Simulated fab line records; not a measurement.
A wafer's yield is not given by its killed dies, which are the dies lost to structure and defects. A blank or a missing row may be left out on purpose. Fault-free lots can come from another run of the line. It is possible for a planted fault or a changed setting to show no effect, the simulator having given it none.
Matching of chambers | flow nandHarc | NHARC_P_GATE_ETCH_32 on rieSi-02 has 4 sister chambers
The step etches the open film in HBr/Cl2, target depth 150 nm, time 100.1 s. 4 wafers are shown with their chamber, then 7 later ones without.

== WAFERS WITH THEIR CHAMBER ==
wafer  | chamber | oesProductAu (a.u.)
L079.5 | 3       | 1.001
L082.5 | 0       | 1.015
L091.2 | 1       | 1.011
L091.3 | 2       | 0.990

== WAFERS WHOSE CHAMBER IS MISSING ==
wafer  | oesProductAu (a.u.)
L091.5 | 1.009
L094.2 | 1.000
L094.3 | 0.981
L094.5 | 1.009
L097.1 | 1.002
L097.5 | 0.996
L097.6 | 1.001

== THE CHAMBER EACH PASSED THROUGH ==
wafer  | from the rows above          | in truth
L091.5 | can't be placed: 1 or 0 or 3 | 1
L094.2 | 3                            | 3
L094.3 | 2                            | 2
L094.5 | can't be placed: 1 or 0 or 3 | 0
L097.1 | can't be placed: 3 or 1      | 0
L097.5 | can't be placed: 3 or 2      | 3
L097.6 | 3                            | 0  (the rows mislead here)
2 of 7 placed correctly. These rows do not allow placing 4 (true chamber among the candidates in 3). Placed wrongly: 1.
How it was worked out, from the rows above alone: a wafer's distance from a chamber is the root of the sum, over the readings, of the square of ((its reading less the chamber's mean) divided by the reading's scatter). If the next closest chamber is less than 2 further off than the closest, the wafer can't be placed; otherwise it belongs to the closest. For every chamber, the mean is computed from those of its wafers that are shown. The scatter (one wafer shown for each chamber): square how far every hidden wafer sits from the nearest shown wafer, average those squares and take the square root.
